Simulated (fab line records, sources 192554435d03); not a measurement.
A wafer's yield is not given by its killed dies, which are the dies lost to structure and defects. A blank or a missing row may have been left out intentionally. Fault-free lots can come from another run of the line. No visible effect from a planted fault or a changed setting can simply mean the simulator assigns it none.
One fault through the eyes of 3 desks    flow n5-finfet    only its own numbers are on each desk; what lay behind them is given at the end

== THE DEFECT DESK ==
Inspection counts along the route, by lot: the mean over sampled wafers that carry a number. Marked OUT: a lot whose mean sits more than 4 standard deviations from the usual mean, which makes it out of limits; the brackets give that distance.
Columns: A = raw-defect-count at N5_BEOL_M1_INSPECT_30, usual 416
lot   first seen here  A
L606  day 6 17:13      409
L607  day 6 20:37      308
L614  day 9 01:07      387
L622  day 10 13:55     346
L624  day 11 06:32     479
Finding of this desk: none of the 5 lots has anything out of limits.

== AT THE TOOL OWNER'S DESK: rie-diel-03 ==
The tool's own readings at N5_BEOL_M1_ETCH_70 (etches SOC in N2/H2, target depth 80 nm, overetch 16 nm, time 120 s): means of the sampled wafers that have a number, for each lot that ran on this tool. Marked OUT: a lot whose mean sits more than 4 standard deviations from the usual mean, which makes it out of limits; the brackets give that distance.
Columns: A = drypump-motor-current-A at N5_BEOL_M1_ETCH_70, usual 5.6 A; B = oes-product-au at N5_BEOL_M1_ETCH_70, usual 0.61 a.u.; C = rf-vpp-V at N5_BEOL_M1_ETCH_70, usual 524.6 V; D = showerhead-plenum-p-Torr at N5_BEOL_M1_ETCH_70, usual 2.56 Torr; E = throttle-valve-pct at N5_BEOL_M1_ETCH_70, usual 17.84 %
lot   first seen here  A    B     C      D     E
L607  day 6 22:38      5.7  0.57  523.7  2.53  17.98
L614  day 9 09:53      6.2  0.60  525.4  2.56  17.86
Finding of this desk: none of the 2 lots has anything out of limits.

== AT THE METROLOGY DESK ==
What the gauges read for every lot (on any tool): the sampled wafers with a number, averaged. Marked OUT: a lot whose mean sits more than 4 standard deviations from the usual mean, which makes it out of limits; the brackets give that distance. 7 of its 12 readings are shown, namely those furthest out on some lot.
Columns: A = cd-nm at N5_BEOL_M1_CD_MEAS_28, usual 23.90 nm; B = V0_OVL at N5_BEOL_M1_OVL_MEAS_29, usual -0.1 nm; C = DIBL_N at N5_BEOL_M4_RC_MEAS_101, usual 36.5 mV/V; D = IOFF_P at N5_BEOL_M4_RC_MEAS_101, usual 0.22 nA/um; E = ION_N at N5_BEOL_M4_RC_MEAS_101, usual 676 uA/um; F = VT_N at N5_BEOL_M4_RC_MEAS_101, usual 249 mV; G = VT_P at N5_BEOL_M4_RC_MEAS_101, usual -250 mV
lot   first seen here  A      B     C     D     E    F    G
L606  day 6 17:08      24.29  0.3   33.8  0.16  672  252  -257
L607  day 6 20:32      24.17  -0.4  36.2  0.20  661  252  -251
L614  day 9 01:02      23.80  0.0   37.3  0.21  685  245  -252
L622  day 10 13:49     23.79  -0.2  35.2  0.19  662  253  -254
L624  day 11 06:26     23.91  0.7   34.1  0.18  670  251  -255
Finding of this desk: none of the 5 lots has anything out of limits.

== TAKEN TOGETHER ==
No out-of-limits result turned up at the defect desk.
The tool owner's desk saw nothing out of limits.
Nothing out of limits was seen by the metrology desk.

== WHAT THE SIMULATOR HAD PUT IN ==
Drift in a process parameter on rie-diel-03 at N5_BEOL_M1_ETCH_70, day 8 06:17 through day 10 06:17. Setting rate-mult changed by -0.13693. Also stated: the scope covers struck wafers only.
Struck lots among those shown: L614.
